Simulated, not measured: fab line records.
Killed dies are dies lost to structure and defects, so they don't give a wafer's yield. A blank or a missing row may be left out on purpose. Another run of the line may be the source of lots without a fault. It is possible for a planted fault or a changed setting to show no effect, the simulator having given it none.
A struck lot beside a sound one    flow n5 finfet    20 steps out of a route of 1938
Sound: the wafers L573.1, L573.3, L573.5. Struck: wafers L576.1, L576.3, L576.4. The cause comes at the end.
For every step that has rows: the tool of each side, followed by ch and its chambers, followed by its first start. Under that, the readings that differ: sound wafers    struck wafers    difference of the means    sigmas: that difference in standard deviations of wafers without a fault.
alike: readings whose means differ by less than 2 such deviations, and words and numbers that are the same on both sides. not compared: withheld readings, readings that some wafer has no value for, bounds like >300 that may hide the same value, and numbers for which the record gives no deviation and whose values overlap.
The two part at a step that has a row with sigmas, a row that says differs or no value, or rows on one side only. Numbers that don't overlap but have no deviation are shown without sigmas and don't part them. A reading that every wafer of one side lacks parts them only if that side has two wafers or more.

first, 8 steps without rows for these wafers: N5_BEOL_M12_DESCUM_15 (chemistry O2, time 7.9 s); N5_BEOL_M12_ETCH_59 (etches BARC in N2/H2, target depth 89 nm, overetch 26.7 nm, time 67.9 s); N5_BEOL_M12_VIA_ETCH_16 (etches SiOC in C4F8/O2/Ar, target depth 724.8 nm); N5_BEOL_M12_STRIP_63 (strips in N2/H2); N5_BEOL_M12_STRIP_64 (strips in N2/H2); N5_BEOL_M12_STRIP_71 (strips in post etch residue remover, time 60 s); N5_BEOL_M12_SRD_72 (time 30 s, dry time 30 s); N5_BEOL_M12_COAT_65 (time 60 s, resist thk 300 nm).
N5_BEOL_M12_COAT_66: time 60 s, resist thk 110 nm.
  sound on litho track-02 ch 0, day 14 18:24; struck on litho track-03 ch 0, day 15 21:18
reading                                      sound                 struck                difference  sigmas
plate temp C (C)                             220.29 220.49 220.19  219.82 219.84 219.60  -0.57       -3
spin speed rpm (rpm)                         1500.2 1499.5 1501.4  1595.3 1594.1 1594.0  +94.1       +99 or more
model.SiARC_of_BEOL_M12_COAT_66.thk nm (nm)  109.6 109.4 109.6     106.6 106.6 106.8     -2.9        
  alike: chill plate temp C
then, 8 steps without rows for these wafers: N5_BEOL_M12_COAT_22 (resist thk 300 nm); N5_BEOL_M12_EBR_24; N5_BEOL_M12_SOFTBAKE_23 (time 60 s); N5_BEOL_M12_EXPOSE_25 (exposes mask M12); N5_BEOL_M12_PEB_26 (peb time 90 s); N5_BEOL_M12_DEVELOP_27 (develop time 45 s); N5_BEOL_M12_HARDBAKE_32 (time 120 s); N5_BEOL_M12_DESCUM_33 (chemistry O2, time 7.9 s).
N5_BEOL_M12_ETCH_67: etches SiARC in CF4, target depth 143 nm, time 238.3 s.
  sound on rie diel-05 ch 0,1, day 14 18:49; struck on rie diel-03 ch 1,2, day 15 21:50
reading                                     sound              struck             difference  sigmas
model.etch.depth nm (nm)                    109.6 109.3 109.7  106.7 106.6 106.8  -2.8        
model.coat_of_BEOL_M12_COAT_22.thk nm (nm)  211.4 212.2 211.2  214 213 213        +2          
  alike: drypump motor current A, etch rf on time s, oes product au, rf vpp V, showerhead plenum p Torr, throttle valve pct
  not compared: rf hours counter h
N5_BEOL_M12_ETCH_68: etches SOC in N2/H2, time 285 s.
  sound on rie diel-05 ch 0,1, day 14 18:58; struck on rie diel-03 ch 1,2, day 15 21:59
reading                                      sound           struck        difference  sigmas
model.SiARC_of_BEOL_M12_COAT_66.thk nm (nm)  84.8 84.2 84.4  82.6 82 82.4  -2.1        
  alike: drypump motor current A, oes product au, rf vpp V, showerhead plenum p Torr, throttle valve pct
  not compared: rf hours counter h
then, 1 step without rows for these wafers: N5_BEOL_M12_STRIP_69 (strips in N2/H2).

== WHERE THEY PART ==
At N5_BEOL_M12_COAT_66 and nowhere else, as far as this record goes. Later steps at which nothing parts them and some readings are alike: N5_BEOL_M12_ETCH_67, N5_BEOL_M12_ETCH_68.

WHY: whatever the simulator had introduced
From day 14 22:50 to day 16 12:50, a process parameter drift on litho track-03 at N5_BEOL_M12_COAT_66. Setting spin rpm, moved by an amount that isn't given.
